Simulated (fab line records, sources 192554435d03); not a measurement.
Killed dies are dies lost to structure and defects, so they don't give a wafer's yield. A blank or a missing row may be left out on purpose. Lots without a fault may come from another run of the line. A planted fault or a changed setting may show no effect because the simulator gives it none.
Split-lot experiment | flow n5_finfet | 7 lots, 39 wafers read, on a route of 1938 steps

THE SPLIT
At N5_FIN_SAQP_SPACER2_ALD_28 (deposits SiO2, target thk 8.1 nm, pulse time 1 s, purge time 2 s), the setting target_thk_a was moved away from the recipe's 81 angstrom on 9 of the 39 wafers read, by -55.8% to +20.9%. The other wafers ran this setting at the recipe's value.

FROM THE SPLIT TO THE READING: what the file shows between them, 9 steps
- N5_FIN_SAQP_SPACER2_ETCHBACK_29: etches SiO2 in CHF3/O2, target depth 12.2 nm, time 6.1 s
- N5_FIN_SAQP_MANDREL2_REMOVE_60: chemistry HBr/Cl2/O2, target a-Si, stops on SiNx, bt time 10 s
- N5_FIN_SAQP_CD_MEAS_31: target cd 8 nm
- N5_FIN_SAQP_HM_OPEN_33: chemistry CH3F/O2, target SiNx, target depth 49.4 nm, time 70.6 s
- N5_FIN_SAQP_ETCH_34: etches SiO2 in C4F6/O2, target depth 45 nm, time 15 s
- N5_FIN_SAQP_STRIP_77: strips in N2/H2, time 90 s
- N5_FIN_SAQP_HM_CD_35: target cd 8 nm
- N5_FIN_SAQP_ETCH_64: etches SiO2 in CF4, target depth 1.5 nm
- N5_FIN_SAQP_FIN_ETCH_36: etches the open film in HBr/Cl2/O2, target depth 120 nm, time 50.4 s

THE READING
cd_nm, in nm, at N5_FIN_SAQP_CD_MEAS_37 (target cd 8 nm). Fault-free wafers of this fab line usually give 8.04 nm, standard deviation 0.29 nm.

wafer  | tool, chamber at the split | target_thk_a as run, angstrom | against the recipe | cd_nm, nm | against lot-mates on the recipe
L083.1 | ald_sin-01, 3,0,2,1        | 81                            | recipe             | 8.64      | -
L083.2 | ald_sin-01, 3,0,2,1        | 81                            | recipe             | 7.76      | -
L083.3 | ald_sin-01, 3,0,2,1        | 81                            | recipe             | 8.22      | -
L083.4 | ald_sin-01, 3,0,2,1        | 81                            | recipe             | 8.43      | -
L083.5 | ald_sin-01, 1,0            | 81                            | recipe             | 8.40      | -
L083.6 | ald_sin-01, 1,0            | 81                            | recipe             | 7.98      | -
L084.1 | ald_sin-02, 2              | 81                            | recipe             | 8.00      | -
L084.2 | ald_sin-02, 1,3,2          | 35.78                         | -55.8%             | 3.36      | -4.70
L084.3 | ald_sin-02, 0,3            | 81                            | recipe             | 8.15      | -
L084.4 | ald_sin-02, 1,3,2          | 35.78                         | -55.8%             | 3.39      | -4.67
L084.5 | ald_sin-02, 1,3,2          | 35.78                         | -55.8%             | 3.97      | -4.09
L084.6 | ald_sin-02, 0,3            | 81                            | recipe             | 8.02      | -
L086.1 | ald_sin-02, 2,3,2          | 37.82                         | -53.3%             | 3.52      | -4.62
L086.2 | ald_sin-02, 2,3,2          | 37.82                         | -53.3%             | 3.65      | -4.49
L086.3 | ald_sin-02, 1,0,1          | 81                            | recipe             | 8.26      | -
L086.4 | ald_sin-02, 1,0,1          | 81                            | recipe             | 8.05      | -
L086.5 | ald_sin-02, 1,0,1          | 81                            | recipe             | 8.10      | -
L086.6 | ald_sin-02, 2,3,2          | 37.82                         | -53.3%             | 3.94      | -4.20
L087.1 | ald_sin-01, 1,0,3          | 81                            | recipe             | 7.60      | -
L087.2 | ald_sin-01, 1,0,3          | 81                            | recipe             | 8.11      | -
L087.4 | ald_sin-01, 1,0,3          | 81                            | recipe             | 7.59      | -
L091.1 | ald_sin-03, 0,2,1          | 81                            | recipe             | 7.83      | -
L091.2 | ald_sin-03, 0,2,1          | 81                            | recipe             | 7.48      | -
L091.3 | ald_sin-03, 3,1,2          | 81                            | recipe             | 8.46      | -
L091.4 | ald_sin-03, 3,1,2          | 81                            | recipe             | 7.95      | -
L091.5 | ald_sin-03, 0,2,1          | 81                            | recipe             | 7.82      | -
L091.6 | ald_sin-03, 3,1,2          | 81                            | recipe             | 7.93      | -
L092.1 | ald_sin-02, 1,0,1          | 81                            | recipe             | 8.39      | -
L092.2 | ald_sin-02, 2,3,0          | 81                            | recipe             | 7.64      | -
L092.3 | ald_sin-02, 2,3,0          | 81                            | recipe             | 8.12      | -
L092.4 | ald_sin-02, 2,3,0          | 81                            | recipe             | 7.93      | -
L092.5 | ald_sin-02, 1,0,1          | 81                            | recipe             | 8.39      | -
L092.6 | ald_sin-02, 1,0,1          | 81                            | recipe             | 8.28      | -
L097.1 | ald_sin-01, 2              | 81                            | recipe             | 8.09      | -
L097.2 | ald_sin-01, 3              | 81                            | recipe             | 7.92      | -
L097.3 | ald_sin-01, 0,1,3          | 97.94                         | +20.9%             | 9.53      | +1.56
L097.4 | ald_sin-01, 0,1,3          | 97.94                         | +20.9%             | 9.13      | +1.16
L097.5 | ald_sin-01, 0,1,3          | 97.94                         | +20.9%             | 9.59      | +1.62
L097.6 | ald_sin-01, 2              | 81                            | recipe             | 7.91      | -
Where a row lists several chambers, the file gives one row for several wafers and doesn't say which wafer went through which chamber.

THE FIT
A straight line over all 39 wafers: cd_nm changes by +0.0793 nm for each +1% of target_thk_a; r = +0.99; the points scatter about the line by 0.29 nm.
The same after taking each lot's own level away (the mean of its wafers on the recipe; 39 wafers): +0.0804 nm for each +1%; r = +0.99; scatter 0.25 nm.
On that fit, the largest move of target_thk_a shifts the reading by 4.5 nm.
The lots' own levels span 7.767 to 8.238 nm, that is 1.6 times the standard deviation above.
So the lot-to-lot level changes the slope little: the two slopes agree.
Check: with one of the wafers moved furthest among these (-55.8%) left out of the fit, the line predicts -4.48 nm for it against its lot-mates. It came out at -4.7 nm against them.

THE WHOLE CHAIN: every reading that the file lists as answering this split, in the file's order
step                           | what it does                                                     | reading                                                                                 | change (the file's fit)                | r (the file's)
N5_FIN_SAQP_SPACER2_ALD_28     | deposits SiO2, target thk 8.1 nm, pulse time 1 s, purge time 2 s | SiO2_of_FIN_SAQP_SPACER2_ALD_28.thk_nm (the simulator's own value, which no gauge read) | +0.0794 nm for each +1% of the setting | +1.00
N5_FIN_SAQP_MANDREL2_REMOVE_60 | chemistry HBr/Cl2/O2, target a-Si, stops on SiNx, bt time 10 s   | FIN_SAQP.cd_nm (the simulator's own value, which no gauge read)                         | +0.0819 nm for each +1% of the setting | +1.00
N5_FIN_SAQP_CD_MEAS_31         | target cd 8 nm                                                   | cd_nm                                                                                   | +0.0807 nm for each +1% of the setting | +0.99
N5_FIN_SAQP_ETCH_34            | etches SiO2 in C4F6/O2, target depth 45 nm, time 15 s            | FIN_SAQP.cd_nm (the simulator's own value, which no gauge read)                         | +0.0831 nm for each +1% of the setting | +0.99
N5_FIN_SAQP_HM_CD_35           | target cd 8 nm                                                   | cd_nm                                                                                   | +0.0841 nm for each +1% of the setting | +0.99
N5_FIN_SAQP_CD_MEAS_37         | target cd 8 nm                                                   | cd_nm                                                                                   | +0.0808 nm for each +1% of the setting | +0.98

THE FILE'S OWN FIT
cd_nm changes by +0.0808 nm for each +1% of target_thk_a, r = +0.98.
